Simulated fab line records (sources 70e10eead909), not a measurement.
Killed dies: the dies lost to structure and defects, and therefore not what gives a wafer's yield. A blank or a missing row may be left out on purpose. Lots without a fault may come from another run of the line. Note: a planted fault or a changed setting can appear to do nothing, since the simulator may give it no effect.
One fault seen from 2 desks :: flow nand_harc :: what lay behind the numbers comes last; until then each desk has only its own

== TOOL OWNER'S DESK, pecvd-04 ==
The tool's own readings at NHARC_A_ONON_D2_DEP_33 (deposits SiO2, target thk 200 nm): means of the sampled wafers that have a number, for each lot that ran on this tool. Any lot whose mean is over 4 standard deviations away from the usual mean is out of limits and marked OUT; that distance is given in the brackets.
Columns: A = heater_power_w at NHARC_A_ONON_D2_DEP_33, usual 558 W; B = rf_fwd_power_W at NHARC_A_ONON_D2_DEP_33, usual 898 W; C = susceptor_temp_C at NHARC_A_ONON_D2_DEP_33, usual 400.02 C; D = throttle_valve_pct at NHARC_A_ONON_D2_DEP_33, usual 16.0 %
lot: L662
first seen here: day 12 21:35
A: 681
B: 897
C: 399.94
D: 16.5

lot: L664
first seen here: day 13 20:08
A: 598
B: 895
C: 399.86
D: 16.1

lot: L668
first seen here: day 14 21:18
A: 611
B: 935 (+12) OUT
C: 399.85
D: 16.3

lot: L671
first seen here: day 16 06:26
A: 492
B: 967 (+22) OUT
C: 400.01
D: 15.9

lot: L680
first seen here: day 20 08:37
A: 627
B: 894
C: 399.77
D: 15.6

lot: L684
first seen here: day 22 03:39
A: 532
B: 898
C: 400.24
D: 15.4
This desk's verdict: out of limits on L668, L671, starting with L668 at day 14 21:18 (rf_fwd_power_W at NHARC_A_ONON_D2_DEP_33). Within limits: L662, L664, L680, L684.

== METROLOGY DESK ==
What the gauges read, lot by lot, whatever tool the lot ran on: means of the sampled wafers that have a number. Any lot whose mean is over 4 standard deviations away from the usual mean is out of limits and marked OUT; that distance is given in the brackets.
Columns: A = thk_nm at NHARC_A_DECK1_JOINT_THK_MEAS_17, usual 44.8 nm; B = thk_nm at NHARC_A_ONON_D2_THK_MEAS_24, usual 1003 nm; C = thk_nm at NHARC_A_ONON_D2_THK_MEAS_30, usual 1001 nm
lot: L663
first seen here: day 12 08:59
A: 43.8
B: 1005
C: 993

lot: L662
first seen here: day 12 09:10
A: 44.2
B: 997
C: 994

lot: L664
first seen here: day 13 03:23
A: 43.9
B: 1010
C: 1009

lot: L665
first seen here: day 13 03:23
A: 44.7
B: 998
C: 987

lot: L668
first seen here: day 14 05:58
A: 43.9
B: 1019
C: 1014

lot: L671
first seen here: day 15 17:32
A: 45.7
B: 1016
C: 987

lot: L675
first seen here: day 17 05:05
A: 46.1
B: 985
C: 989

lot: L677
first seen here: day 18 10:32
A: 46.1
B: 1004
C: 998

lot: L679
first seen here: day 19 06:35
A: 45.1
B: 1000
C: 995

lot: L680
first seen here: day 19 17:34
A: 44.3
B: 1007
C: 1024

lot: L681
first seen here: day 19 17:35
A: 44.5
B: 1005
C: 1013

lot: L682
first seen here: day 20 22:42
A: 44.2
B: 1004
C: 988

lot: L684
first seen here: day 21 13:04
A: 45.1
B: 999
C: 1018

lot: L685
first seen here: day 21 13:04
A: 44.7
B: 1001
C: 1014
Result from this desk: across the 14 lots, nothing is out of limits.

== PUT TOGETHER ==
At day 14 21:18, on L668, L671, the tool owner's desk was in a position to raise an alarm.
Nothing out of limits was seen by the metrology desk.
The metrology desk has L668, L671 on record, within its limits.
On pecvd-04, each named lot ran NHARC_A_ONON_D2_DEP_33.

== WHAT WAS PUT IN BY THE SIMULATOR ==
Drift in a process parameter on pecvd-04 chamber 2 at NHARC_A_ONON_D2_DEP_33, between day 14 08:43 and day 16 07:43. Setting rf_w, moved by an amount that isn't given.
Shown lots that were struck: L668, L671.
How many hours passed from the start of the fault until each desk's first out-of-limits reading: the tool owner's desk, 13.
